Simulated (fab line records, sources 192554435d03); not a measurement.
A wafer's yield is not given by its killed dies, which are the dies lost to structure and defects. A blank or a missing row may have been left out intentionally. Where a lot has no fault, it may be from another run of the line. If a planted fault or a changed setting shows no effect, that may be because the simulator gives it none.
fab line records	flow n5Finfet
record: lots: 5	wafers: 15	lastDay: 16
route steps=1938 shown BEOL_M3@961 BEOL_M4@1111 PASSIVATION@1936
lots that met no fault: from a run of the same line without faults
startH: hours from the record's first day to the start of the lot's first wafer shown	waitH: hours elapsed since this lot's preceding step	" identical to the entry in the row above	L1.1+2: a row that stands for several wafers	- either no value or no given start	* or withheld: withheld	< > ~ a bound
route shown NAME@n: names a module that has steps shown in the file, with the first one's number in the route	usual: mean/standard deviation of fault-free wafers	same: alike in all rows	chamber/n: place in a boat	sites: the reading at each site	_std_site: how widely they spread, as a standard deviation	_edge_site: the outer-site mean with the inner-site mean subtracted	radiusMm: how far each site lies from the wafer's centre	mask NAME#n: copy n	behind: the tool/chamber that last shaped the wafer	hold: reason for holding the lot/hours on hold/outcome of the hold	device: transistor that didn't switch, given as n, p or np	end of line: tests run on the same wafers once the route is complete	a step without rows: its recipe alone	killed: at the first sort, the dies lost to defects and structure; wafer yield is something else	map: dies across one wafer; x = killed, . = not, _ = none there
set.NAME: setting as actually run; set.NAME@STEP: the setting as run at that earlier step	model.NAME: the simulator's own value behind a step, which no gauge read
a table for each step, a row for each wafer; lots at some steps of the route
services: when a tool's chamber went out of use (startH, in hours from the record's first day, below 0 if earlier), for how many hours, and the reason
== steps ==
step: N5_BEOL_M3_EBR_24
recipe: solvent: PGMEA	ebrWidthMm: 1.5
step: N5_BEOL_M3_SOFTBAKE_23
recipe: tempC: 110	timeS: 60	resist: CAR-EUV
step: N5_BEOL_M3_EXPOSE_25
recipe: maskId: V2	na: 0.33	sourceShape: quasar	sigmaInner: 0.2	sigmaOuter: 0.8	polarization: unpolarized	defocusNm: 5	doseMj: 63
step: N5_BEOL_M3_PEB_26
recipe: pebTempC: 100	pebTimeS: 60	resist: CAR-EUV
step: N5_BEOL_M3_DEVELOP_27
recipe: developTimeS: 30	developer: TMAH	resist: CAR-EUV	rinseLiquid: surfactantRinse	dry: airSpin	devTempC: 23
step: N5_BEOL_M3_CD_MEAS_28
recipe: targetCdNm: 25.7	landingEnergyEv: 500	detector: seInlens	targetCdYNm: 23.3	polarity: opening
usual: cdNm: 25.74/0.24
lot.wafer	tool	chamber	startH	waitH	cdNm
L814.4	cdSem-03	0	153.96	-	26.44
L814.5	"	0	"	"	25.71
L814.6	"	0	"	"	26.05
L817.1	cdSem-01	0	175.18	-	26.06
L817.4	"	0	"	"	25.88
L817.5	"	0	"	"	25.88
L822.3	cdSem-03	0	211.74	-	25.71
L822.4	"	0	"	"	25.48
L822.5	"	0	"	"	25.98
L828.3	cdSem-02	0	240.44	-	25.92
L828.4	"	0	"	"	25.84
L828.6	"	0	"	"	25.54
L829.3	cdSem-03	0	244.45	-	25.49
L829.4	"	0	"	"	25.76
L829.6	"	0	"	"	25.99
step: N5_BEOL_M3_OVL_MEAS_29
recipe: pointsPerWafer: 522
usual: V2_OVL: -0.2/0.79
lot.wafer	tool	chamber	startH	waitH	V2_OVL[nm]
L814.4	overlay-02	0	154.01	0.0	0.5
L814.5	"	0	"	"	1.1
L814.6	"	0	"	"	0.0
L817.1	overlay-02	0	175.21	0.0	-1.9
L817.4	"	0	"	"	-0.7
L817.5	"	0	"	"	-0.4
L822.3	overlay-01	0	211.78	0.0	-1.3
L822.4	"	0	"	"	0.6
L822.5	"	0	"	"	-0.6
L828.3	overlay-01	0	240.48	0.0	-0.9
L828.4	"	0	"	"	-1.7
L828.6	"	0	"	"	-1.9
L829.3	overlay-01	0	244.49	0.0	0.2
L829.4	"	0	"	"	0.3
L829.6	"	0	"	"	0.7
step: N5_BEOL_M3_INSPECT_30
recipe: mode: adi	inspectInstrument: brightfield
usual: rawDefectCount: 396/77
lot.wafer	tool	chamber	startH	waitH	rawDefectCount
L814.4	defectInspect-01	-	154.05	0.0	376
L814.5	"	-	"	"	288
L814.6	"	-	"	"	393
L817.1	defectInspect-01	-	175.27	0.1	450
L817.4	"	-	"	"	363
L817.5	"	-	"	"	472
L822.3	defectInspect-01	-	211.82	0.0	343
L822.4	"	-	"	"	346
L822.5	"	-	"	"	362
L828.3	defectInspect-01	-	240.52	0.0	373
L828.4	"	-	"	"	297
L828.6	"	-	"	"	550
L829.3	defectInspect-02	-	244.54	0.0	399
L829.4	"	-	"	"	323
L829.6	"	-	"	"	269
step: N5_BEOL_M3_DESCUM_33
recipe: chemistry: O2	timeS: 7	sourcePowerW: 50	biasPowerW: 20	pressureMtorr: 20	rfFrequencyHz: 2.712e+07	tempC: 40	resist: CAR-EUV	o2FlowSccm: 225
usual: biasPowerW: 20.01/0.056	chamberPressureMTorr: 20.003/0.02	drypumpMotorCurrentA: 5.54/0.29	oesProductAu: 0.77/0.068	rfVppV: 242.8/1.4	showerheadPlenumPTorr: 2.08/0.073	throttleValvePct: 20.36/0.25
lot.wafer	tool	chamber	startH	waitH	biasPowerW	chamberPressureMTorr	drypumpMotorCurrentA	oesProductAu	rfHoursCounterH	rfVppV	showerheadPlenumPTorr	throttleValvePct
L814.4	rieDiel-03	0	154.10	0.0	19.91	19.985	5.56	0.73	-	241.7	2.08	20.24
L814.5	"	3	"	"	19.97	20.028	5.70	0.70	-	242.1	2.07	20.72
L814.6	"	1	"	"	20.07	20.015	5.22	0.79	-	238.6	1.93	20.11
L817.1	rieDiel-06	3	175.30	0.0	19.93	20.055	5.07	0.72	212	243.2	1.98	20.44
L817.4	"	2	"	"	20.04	20.006	5.94	0.79	104	245.1	2.20	20.14
L817.5	"	1	"	"	19.87	19.996	5.97	0.91	-	242.7	2.13	20.12
L822.3	rieDiel-03	3	211.86	0.0	20.04	20.007	5.71	0.70	233	242.4	2.07	20.74
L822.4	"	2	"	"	19.92	20.001	5.29	0.74	175	242.1	2.09	20.94
L822.5	"	0	"	"	20.01	19.969	5.52	0.72	-	244.3	2.07	20.28
L828.3	rieDiel-01	0	240.56	0.0	20.01	19.970	5.07	0.81	88	243.6	2.12	20.63
L828.4	"	1	"	"	19.98	20.047	5.58	0.70	231	244.4	2.15	20.52
L828.6	"	2	"	"	20.05	19.993	5.67	0.70	-	243.1	2.07	20.61
L829.3	rieDiel-06	1	244.57	0.0	20.05	19.996	5.98	0.88	49	243.7	2.13	20.15
L829.4	"	2	"	"	20.08	20.024	5.93	0.77	122	245.3	2.19	20.15
L829.6	"	1	"	"	19.96	20.013	5.96	0.88	-	244.4	2.13	20.15
step: N5_BEOL_M3_ETCH_77
recipe: chemistry: N2/H2	target: underlayer	targetDepthA: 65	maskMaterial: CAR-EUV	timeS: 5.2	ionEnergyEv: 200	pressureMtorr: 30	sourceW: 840	biasW: 150	n2FlowSccm: 200	h2FlowSccm: 200	ends: cleared
usual: chamberPressureMTorr: 30.00/0.037	drypumpMotorCurrentA: 5.55/0.29	etchRfOnTimeS: 5.17/0.081	oesProductAu: 0.65/0.057	rfVppV: 523.4/2.5	showerheadPlenumPTorr: 2.52/0.089	throttleValvePct: 17.83/0.25
lot.wafer	tool	chamber	startH	waitH	chamberPressureMTorr	drypumpMotorCurrentA	etchRfOnTimeS	oesProductAu	rfHoursCounterH	rfVppV	showerheadPlenumPTorr	throttleValvePct
L814.4	rieDiel-03	0	154.12	0.0	29.95	5.55	5.26	0.63	-	523.2	2.52	17.59
L814.5	"	3	"	"	30.00	5.71	5.28	0.60	-	524.1	2.52	18.21
L814.6	"	1	"	"	29.99	5.22	5.24	0.66	-	518.4	2.34	17.50
L817.1	rieDiel-06	3	175.34	0.0	30.01	5.08	5.24	0.62	212	520.1	2.41	17.94
L817.4	"	2	"	"	29.98	5.94	5.22	0.68	104	525.5	2.68	17.79
L817.5	"	1	"	"	30.05	5.96	5.07	0.77	-	524.5	2.59	17.61
L822.3	rieDiel-03	3	211.89	0.0	29.99	5.70	5.25	0.59	233	522.7	2.51	18.20
L822.4	"	2	"	"	30.02	5.27	5.25	0.63	175	524.0	2.53	18.34
L822.5	"	0	"	"	30.02	5.56	5.23	0.62	-	523.1	2.51	17.64
L828.3	rieDiel-01	0	240.59	0.0	30.01	5.07	5.16	0.68	88	523.5	2.57	17.99
L828.4	"	1	"	"	30.01	5.58	5.15	0.60	231	526.8	2.62	18.00
L828.6	"	2	"	"	30.02	5.70	5.21	0.60	-	523.1	2.51	18.10
L829.3	rieDiel-06	1	244.61	0.0	30.01	6.00	5.06	0.74	50	523.0	2.58	17.64
L829.4	"	2	"	"	30.14	5.97	5.23	0.66	122	527.7	2.67	17.79
L829.6	"	1	"	"	30.03	5.99	5.11	0.74	-	526.9	2.58	17.66
step: N5_BEOL_M3_ETCH_69
recipe: chemistry: CF4	target: SiARC	targetDepthA: 156	maskMaterial: CAR-EUV	timeS: 26	ionEnergyEv: 80	pressureMtorr: 40	sourceW: 545	biasW: 36	Ar_flow_sccm: 100	cf4FlowSccm: 100	ends: cleared
usual: chamberPressureMTorr: 40.00/0.039	drypumpMotorCurrentA: 5.54/0.29	etchRfOnTimeS: 25.8/0.38	oesProductAu: 0.66/0.058	rfVppV: 184.0/1.2	showerheadPlenumPTorr: 2.13/0.068	throttleValvePct: 15.57/0.25
lot.wafer	tool	chamber	startH	waitH	chamberPressureMTorr	drypumpMotorCurrentA	etchRfOnTimeS	oesProductAu	rfHoursCounterH	rfVppV	showerheadPlenumPTorr	throttleValvePct
L814.4	rieDiel-03	0	154.16	0.0	39.99	5.57	26.0	0.64	-	183.1	2.13	15.52
L814.5	"	3	"	"	39.96	5.69	26.1	0.60	-	183.9	2.12	15.89
L814.6	"	1	"	"	40.01	5.22	26.1	0.66	-	182.4	1.99	15.35
L817.1	rieDiel-06	3	175.36	0.0	40.01	5.06	26.1	0.61	212	180.7	2.03	15.65
L817.4	"	2	"	"	40.02	5.95	25.5	0.69	104	184.5	2.24	15.29
L817.5	"	1	"	"	39.98	5.97	25.0	0.78	-	186.6	2.18	15.26
L822.3	rieDiel-03	3	211.91	0.0	40.05	5.69	26.3	0.59	233	184.0	2.11	15.92
L822.4	"	2	"	"	40.02	5.24	26.0	0.63	175	184.2	2.14	16.10
L822.5	"	0	"	"	39.98	5.58	26.2	0.62	-	184.5	2.12	15.55
L828.3	rieDiel-01	0	240.61	0.0	40.00	5.07	25.6	0.70	88	182.8	2.16	15.77
L828.4	"	1	"	"	40.01	5.59	25.5	0.60	231	184.3	2.19	15.74
L828.6	"	2	"	"	40.03	5.67	25.7	0.61	-	184.4	2.11	15.85
L829.3	rieDiel-06	1	244.63	0.0	39.95	5.97	25.3	0.74	50	185.2	2.18	15.32
L829.4	"	2	"	"	39.97	5.97	25.7	0.67	122	185.3	2.23	15.33
L829.6	"	1	"	"	40.01	5.97	25.2	0.75	-	184.7	2.18	15.32
step: N5_BEOL_M3_ALD_98
recipe: material: SiO2	targetThkA: 25	tempC: 100	aldPrecursorFamily: BDEAS	aldCoReactant: O2-plasma	pulseTimeS: 1	coReactantPulseTimeS: 1	purgeTimeS: 2	coReactantPurgeTimeS: 2	aldCycles: 17	pressureTorr: 2
usual: chamberPressureTorr: 2.000/0.0048	heaterPowerW: 81/9.5	precursorPulseHeightRel: 1.001/0.019
lot.wafer	tool	chamber	startH	waitH	chamberPressureTorr	heaterPowerW	precursorPulseHeightRel
L814.4	aldSin-04	1	154.21	0.0	1.998	84	1.006
L814.5	"	0	"	"	1.999	76	1.009
L814.6	"	1	"	"	2.003	84	1.029
L817.1	aldSin-03	2	175.79	0.4	1.995	84	1.007
L817.4	"	3	"	"	1.997	96	1.009
L817.5	"	1	"	"	1.992	65	0.997
L822.3	aldSin-03	3	212.16	0.2	1.997	98	1.001
L822.4	"	1	"	"	1.999	65	1.016
L822.5	"	0	"	"	2.001	66	0.995
L828.3	aldSin-02	2	241.05	0.4	2.009	93	1.020
L828.4	"	1	"	"	1.999	82	0.995
L828.6	"	1	"	"	2.000	79	1.007
L829.3	aldSin-04	0	244.71	0.1	1.988	77	0.998
L829.4	"	0	"	"	1.995	76	1.006
L829.6	"	1	"	"	2.003	84	1.016
step: N5_BEOL_M3_ETCHBACK_99
recipe: chemistry: CHF3	target: SiO2	targetDepthA: 50	timeS: 10.4	sourceW: 215	biasW: 47	Ar_flow_sccm: 200	CHF3_flow_sccm: 12	ionEnergyEv: 100	pressureMtorr: 30
usual: chamberPressureMTorr: 29.998/0.025	drypumpMotorCurrentA: 5.52/0.28	oesProductAu: 0.76/0.067	rfVppV: 241.5/2.4	showerheadPlenumPTorr: 2.14/0.065	throttleValvePct: 17.07/0.23
lot.wafer	tool	chamber	startH	waitH	chamberPressureMTorr	drypumpMotorCurrentA	oesProductAu	rfHoursCounterH	rfVppV	showerheadPlenumPTorr	throttleValvePct
L814.4	rieDiel-01	0	164.56	10.3	29.978	5.06	0.83	68	243.0	2.18	17.22
L814.5	"	3	"	"	29.995	5.64	0.78	-	240.5	2.09	16.80
L814.6	"	0	"	"	29.995	5.05	0.84	-	243.5	2.18	17.21
L817.1	rieDiel-06	1	176.82	1.0	30.020	5.94	0.91	27	243.7	2.20	16.74
L817.4	"	2	"	"	29.994	5.94	0.79	104	243.7	2.25	16.73
L817.5	"	0	"	"	30.007	5.46	0.88	-	244.9	2.19	16.74
L822.3	rieDiel-06	0	214.38	2.2	29.994	5.48	0.87	62	243.3	2.18	16.76
L822.4	"	3	"	"	30.000	5.06	0.71	222	241.5	2.03	17.10
L822.5	"	2	"	"	29.994	5.95	1.03	-	245.0	2.24	16.76
L828.3	rieDiel-03	0	241.70	0.6	29.962	5.60	0.71	217	236.4	2.13	17.02
L828.4	"	0	"	"	29.969	5.54	0.71	-	233.8	2.13	17.00
L828.6	"	1	"	"	30.004	5.24	0.77	-	238.4	1.99	16.91
L829.3	rieDiel-01	1	258.31	13.6	29.931	5.57	0.70	236	240.7	2.20	17.18
L829.4	"	3	"	"	29.975	5.66	0.76	152	239.8	2.08	16.85
L829.6	"	1	"	"	29.985	5.58	0.70	-	241.2	2.20	17.16
step: N5_BEOL_M3_ETCH_70
recipe: chemistry: N2/H2	target: SOC	targetDepthA: 800	overetchA: 160	maskMaterial: SiARC	tempC: 40	timeS: 120	ionEnergyEv: 200	pressureMtorr: 30	sourceW: 840	biasW: 150	n2FlowSccm: 200	h2FlowSccm: 200
usual: chamberPressureMTorr: 30.00/0.032	drypumpMotorCurrentA: 5.53/0.28	oesProductAu: 0.58/0.047	rfVppV: 523.5/2.4	showerheadPlenumPTorr: 2.53/0.083	throttleValvePct: 17.84/0.23
lot.wafer	tool	chamber	startH	waitH	chamberPressureMTorr	drypumpMotorCurrentA	oesProductAu	rfHoursCounterH	rfVppV	showerheadPlenumPTorr	throttleValvePct
L814.4	rieDiel-01	0	164.60	0.0	30.06	5.08	0.64	69	525.2	2.57	17.88
L814.5	"	3	"	"	30.00	5.67	0.59	-	519.9	2.46	17.66
L814.6	"	0	"	"	30.05	5.08	0.63	-	524.2	2.57	17.89
L817.1	rieDiel-06	1	176.85	0.0	29.98	5.97	0.69	27	526.2	2.59	17.58
L817.4	"	2	"	"	30.00	5.97	0.60	104	526.1	2.68	17.74
L817.5	"	0	"	"	29.97	5.47	0.67	-	525.2	2.58	17.45
L822.3	rieDiel-06	0	214.42	0.0	30.03	5.48	0.66	62	524.3	2.58	17.47
L822.4	"	3	"	"	30.00	5.07	0.55	222	518.6	2.41	17.93
L822.5	"	2	"	"	29.97	5.95	0.60	-	526.8	2.67	17.74
L828.3	rieDiel-03	0	241.74	0.0	30.00	5.56	0.55	217	522.6	2.51	17.60
L828.4	"	0	"	"	29.95	5.58	0.55	-	523.2	2.51	17.60
L828.6	"	1	"	"	29.94	5.22	0.59	-	517.5	2.33	17.49
L829.3	rieDiel-01	1	258.35	0.0	29.96	5.59	0.53	236	526.4	2.62	17.97
L829.4	"	3	"	"	29.96	5.69	0.57	152	522.0	2.45	17.71
L829.6	"	1	"	"	30.05	5.58	0.53	-	525.5	2.62	17.97
step: N5_BEOL_M4_RC_MEAS_101
usual: DIBL_N: 35.9/1.3	DIBL_P: 35.9/1.5	IOFF_N: 0.152/0.023	IOFF_P: 0.204/0.027	ION_N: 673/9.2	ION_P: 462/6.7	SS_N: 71.4/0.48	SS_P: 73.2/0.55	VT_N: 250.3/2.6	VT_P: -250.6/3
lot.wafer	tool	chamber	startH	waitH	DIBL_N[mV/V]	DIBL_P[mV/V]	IOFF_N[nA/um]	IOFF_P[nA/um]	ION_N[uA/um]	ION_P[uA/um]	SS_N[mV/dec]	SS_P[mV/dec]	VT_N[mV]	VT_P[mV]
L814.4	prober-02	0	181.34	0.5	34.9	35.1	0.116	0.169	656	455	70.1	72.4	253.4	-252.1
L814.5	"	0	"	"	36.0	36.2	0.135	0.179	673	461	70.7	72.5	250.4	-250.8
L814.6	"	0	"	"	35.3	35.1	0.119	0.165	660	456	70.4	72.5	255.4	-254.3
L817.1	prober-02	0	210.24	0.0	35.9	36.7	0.157	0.184	676	454	70.9	73.6	250.0	-255.3
L817.4	"	0	"	"	35.6	36.1	0.153	0.183	677	455	71.4	73.0	249.8	-253.7
L817.5	"	0	"	"	34.1	34.7	0.131	0.165	657	451	70.7	73.4	253.1	-255.4
L822.3	prober-01	0	238.70	0.3	36.8	36.9	0.177	0.224	676	468	72.1	73.9	248.5	-247.6
L822.4	"	0	"	"	35.1	33.2	0.135	0.168	677	460	71.1	72.8	251.2	-252.3
L822.5	"	0	"	"	35.4	35.3	0.148	0.201	682	468	71.0	73.1	249.0	-251.6
L828.3	prober-01	0	272.24	0.3	35.4	38.1	0.178	0.250	681	473	71.2	73.3	247.2	-245.2
L828.4	"	0	"	"	34.4	36.4	0.150	0.228	680	473	71.3	73.2	251.1	-246.5
L828.6	"	0	"	"	33.5	35.4	0.148	0.210	675	468	71.1	72.5	250.1	-246.4
L829.3	prober-02	0	278.40	0.3	36.0	33.2	0.112	0.145	662	450	71.1	72.5	253.4	-256.7
L829.4	"	0	"	"	37.0	34.8	0.124	0.166	653	452	71.4	73.6	254.0	-252.9
L829.6	"	0	"	"	38.0	35.9	0.144	0.185	665	457	71.1	72.6	250.3	-252.9
step: N5_PASSIVATION_PROBE_49
usual: defectLimitedYield: 91.0/1.5	killed_at_M0_to_M3: 37/12	killed_at_M4_up: 13/5	killedAtContacts: 13/6.1	killedAtFrontEnd: 39/11	killedAtOther: 4/3.2	killedDies: 106/17	killedOpen: 69/12	killedShort: 35/7.9	sort_bin_5_function: 5.3/1	sort_bin_6_memory: 3.3/0.68	sortNPass: 1074/17	sortYieldPct: 91.0/1.5
same: grossDies: 1180	killedAtBackSide: 0	sort_bin_4_leakage[%]: 0	sort_bin_8_speed[%]: 0
lot.wafer	tool	chamber	startH	waitH	defectLimitedYield[%]	killed_at_M0_to_M3	killed_at_M4_up	killedAtContacts	killedAtFrontEnd	killedAtOther	killedDies	killedOpen	killedShort	sort_bin_5_function[%]	sort_bin_6_memory[%]	sortNPass	sortYieldPct[%]
L817.1	prober-02	-	324.23	0.0	91.3	29	26	16	31	1	103	67	34	5.7	2.8	1077	91.3
L817.4	prober-02	-	324.38	0.2	92.7	25	9	11	38	3	86	54	32	4.2	2.3	1094	92.7
L817.5	prober-02	-	324.43	0.2	91.4	32	12	10	40	7	101	57	42	5.1	3.0	1079	91.4
L822.3	prober-02	-	346.28	0.4	91.2	54	13	6	30	1	104	60	41	4.7	3.6	1076	91.2
L822.4	prober-02	-	346.33	0.5	91.4	44	9	10	38	1	102	73	27	4.8	3.6	1078	91.4
L822.5	prober-02	-	346.38	0.5	91.4	40	15	12	35	0	102	60	37	4.9	3.1	1078	91.4
L829.3	prober-01	-	390.47	0.1	90.4	43	10	8	41	11	113	70	38	6.2	3.3	1067	90.4
L829.4	prober-01	-	390.52	0.2	89.9	47	16	11	40	5	119	75	39	5.8	3.8	1061	89.9
L829.6	prober-01	-	390.62	0.3	90.7	52	19	12	27	0	110	71	35	5.8	3.1	1070	90.7
killed by level:class
L817.1 MOL_CONTACT_COAG:geometricParticle:open=15 FIN_SAQP:geometricParticle:short=10 FIN_SAQP:geometricParticle:open=8 BEOL_M5:geometricParticle:open=6 BEOL_M0_SAQP:geometricParticle:short=6 BEOL_M2:geometricParticle:open=6 BEOL_M3:geometricParticle:open=6 BEOL_M0_SAQP:geometricParticle:open=5
L817.4 STI_FIN_REVEAL:geometricParticle:open=9 DUMMY_GATE:geometricParticle:open=7 MOL_CONTACT_COAG:geometricParticle:open=6 BEOL_M0_SAQP:geometricParticle:short=6 STI_FIN_REVEAL:geometricParticle:short=5 GATE_CUT:geometricParticle:short=5 MOL_CONTACT_COAG:geometricParticle:short=5 BEOL_M3:geometricParticle:open=5
L817.5 FIN_SAQP:geometricParticle:short=13 BEOL_M2:geometricParticle:open=8 MOL_CONTACT_COAG:geometricParticle:open=8 BEOL_M3:geometricParticle:open=6 DUMMY_GATE:geometricParticle:short=5 STARTING-WAFER:geometricParticle:short=5 BEOL_M0_SAQP:geometricParticle:short=5 BEOL_M4:geometricParticle:open=5
L822.3 BEOL_M0_SAQP:geometricParticle:short=16 BEOL_M2:geometricParticle:open=12 BEOL_M0_SAQP:geometricParticle:open=11 GATE_CUT:geometricParticle:short=8 BEOL_M1:geometricParticle:open=6 FIN_SAQP:geometricParticle:short=5 FIN_SAQP:geometricParticle:open=4 BEOL_M4:geometricParticle:open=4
L822.4 BEOL_M0_SAQP:geometricParticle:open=14 MOL_CONTACT_COAG:geometricParticle:open=9 BEOL_M3:geometricParticle:open=9 BEOL_M2:geometricParticle:open=8 DUMMY_GATE:geometricParticle:open=7 FIN_SAQP:geometricParticle:open=6 FIN_SAQP:geometricParticle:short=5 BEOL_M4:geometricParticle:open=5
L822.5 BEOL_M0_SAQP:geometricParticle:open=14 BEOL_M0_SAQP:geometricParticle:short=13 FIN_SAQP:geometricParticle:short=10 MOL_CONTACT_COAG:geometricParticle:open=9 FIN_SAQP:geometricParticle:open=7 BEOL_M5:geometricParticle:open=6 BEOL_M7:geometricParticle:open=5 GATE_CUT:geometricParticle:open=4
L829.3 FIN_SAQP:geometricParticle:open=12 FIN_SAQP:geometricParticle:short=11 BEOL_M0:geometricParticle:open=10 BEOL_M1:geometricParticle:open=8 MOL_CONTACT_COAG:geometricParticle:open=6 BEOL_M0_SAQP:geometricParticle:short=6 BEOL_M0_SAQP:geometricParticle:open=5 BEOL_M2:geometricParticle:open=5
L829.4 BEOL_M0_SAQP:geometricParticle:open=10 FIN_SAQP:geometricParticle:open=8 MOL_CONTACT_COAG:geometricParticle:open=8 BEOL_M1:geometricParticle:open=8 FIN_SAQP:geometricParticle:short=7 GATE_CUT:geometricParticle:short=6 BEOL_M0_SAQP:geometricParticle:short=6 BEOL_M0:geometricParticle:open=6
L829.6 BEOL_M1:geometricParticle:open=15 BEOL_M0_SAQP:geometricParticle:short=10 FIN_SAQP:geometricParticle:open=8 MOL_CONTACT_COAG:geometricParticle:open=8 BEOL_M0_SAQP:geometricParticle:open=7 BEOL_M2:geometricParticle:open=7 BEOL_M4:geometricParticle:open=6 BEOL_M5:geometricParticle:open=6
== services ==
tool	chamber	startH	hours	kind
rieDiel-01	0	135.30	1.6	repair
aldSin-03	2	138.47	10.7	repair
rieDiel-06	2	146.56	6.0	repair
rieDiel-03	2	152.31	9.3	repair
aldSin-02	-	166.41	0.8	pm
rieDiel-03	1	174.66	6.3	repair
aldSin-03	-	177.34	14.0	pm
aldSin-03	0	177.34	14.0	ventCycle
aldSin-03	1	177.34	14.0	ventCycle
aldSin-03	2	177.34	14.0	ventCycle
aldSin-03	3	177.34	14.0	ventCycle
aldSin-04	3	188.83	10.3	repair
aldSin-03	0	191.34	-	clean
aldSin-03	1	191.34	-	clean
aldSin-03	2	191.34	-	clean
aldSin-03	3	191.34	-	clean
rieDiel-01	0	210.39	10.2	repair
aldSin-02	1	223.34	16.5	repair
aldSin-04	-	223.41	1.2	repair
aldSin-02	2	228.06	3.2	repair
rieDiel-03	2	241.27	5.7	repair
aldSin-04	3	241.35	18.6	repair
rieDiel-03	3	244.60	9.1	repair
== key ==
firstSign: step: N5_BEOL_M3_ETCHBACK_99	reading: oesProductAu	direction: up	sigmas: 4	usual: 0.76	struck: 1.03
effect none on later readings
metAt N5_BEOL_M3_ETCHBACK_99
struckWafers L822.5
onsetBetween 176.82 214.38
fault: kind: processParameterDrift	tool: rieDiel-06	chamber: -	onsetH: 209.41	steps: N5_BEOL_M3_ETCHBACK_99	channel: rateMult	offset: 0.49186	shape: step	endH: 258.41	scope: struckWafersOnly
